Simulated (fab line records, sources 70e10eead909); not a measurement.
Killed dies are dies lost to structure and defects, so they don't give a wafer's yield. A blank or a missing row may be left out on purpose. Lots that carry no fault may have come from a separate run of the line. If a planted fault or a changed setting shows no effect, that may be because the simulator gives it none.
The tool behind it: which one? :: flow nand_harc :: Sampling: 7 lots, 21 wafers, 2 of 1302 route steps

WHAT THE GAUGES SHOWED, per wafer
NHARC_A_ONON_D2_THK_MEAS_08: measures by ellipsometry.
lot: L110
measured: day 12 21:26
on: film_metro-02
thk_nm (nm): 1008 1008 1008

lot: L112
measured: day 14 01:35
on: film_metro-02
thk_nm (nm): 1001 998 1001

lot: L117
measured: day 16 15:43
on: film_metro-01
thk_nm (nm): 1146 1146 1147 1147 1147 1148

lot: L125
measured: day 19 11:44
on: film_metro-01
thk_nm (nm): 1023 1022 1023

lot: L127
measured: day 20 09:25
on: film_metro-02
thk_nm (nm): 1003 1002 1002

lot: L129
measured: day 21 12:32
on: film_metro-01
thk_nm (nm): 998 997 998

lot: L131
measured: day 21 21:26
on: film_metro-02
thk_nm (nm): 1002 999 1001

WHICH TOOL RAN EACH LOT (tool, then ch and the chambers of the sampled wafers, then the start)
lot: L110
NHARC_A_ONON_D2_DEP_06: pecvd_onon-04 ch 0, day 12 21:02

lot: L112
NHARC_A_ONON_D2_DEP_06: pecvd_onon-03 ch 0, day 14 01:04

lot: L117
NHARC_A_ONON_D2_DEP_06: pecvd_onon-04 ch 0, day 16 15:15

lot: L125
NHARC_A_ONON_D2_DEP_06: pecvd_onon-01 ch 0, day 19 11:14

lot: L127
NHARC_A_ONON_D2_DEP_06: pecvd_onon-01 ch 0, day 20 08:55

lot: L129
NHARC_A_ONON_D2_DEP_06: pecvd_onon-03 ch 0, day 21 12:01

lot: L131
NHARC_A_ONON_D2_DEP_06: pecvd_onon-01 ch 0, day 21 20:56
- NHARC_A_ONON_D2_DEP_06: target thk 1000 nm.

THE ANSWER, worked out from the rows above alone
Rule: the usual values come from the lots themselves. Put in order of their means at a reading, lots are off if they are a third of the lots or fewer, leave a main group of 4 or more, and stand apart from it by a gap of 3 or more times the standard deviation of the main group's means; of several such gaps the widest counts. If all means in a main group match to the digits the tables above print for the reading, that group is not used. A lot without any number at a reading at which 4 lots or more have one is off too. Any other lot the step has rows for is counted as sound.
Off: L117, at NHARC_A_ONON_D2_THK_MEAS_08 (thk_nm). For the main group the mean is 1005 nm and the standard deviation 8.4.
A tool fits if, at a process step before that reading, it ran every lot that is off, and no sound lot after the first of them. The gauges at NHARC_A_ONON_D2_THK_MEAS_08 are tried like those tools. One fits: pecvd_onon-04 at NHARC_A_ONON_D2_DEP_06. Its last sound lot is L110 (day 12 21:02), its first lot that is off L117 (day 16 15:15): a fault that began between those two fits.

WHAT THE SIMULATOR HAD PUT IN
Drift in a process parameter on pecvd_onon-04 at NHARC_A_ONON_D2_DEP_06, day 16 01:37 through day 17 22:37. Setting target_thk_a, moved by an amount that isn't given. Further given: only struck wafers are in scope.
Lots struck among those shown: L117. The same result came from the rule above.
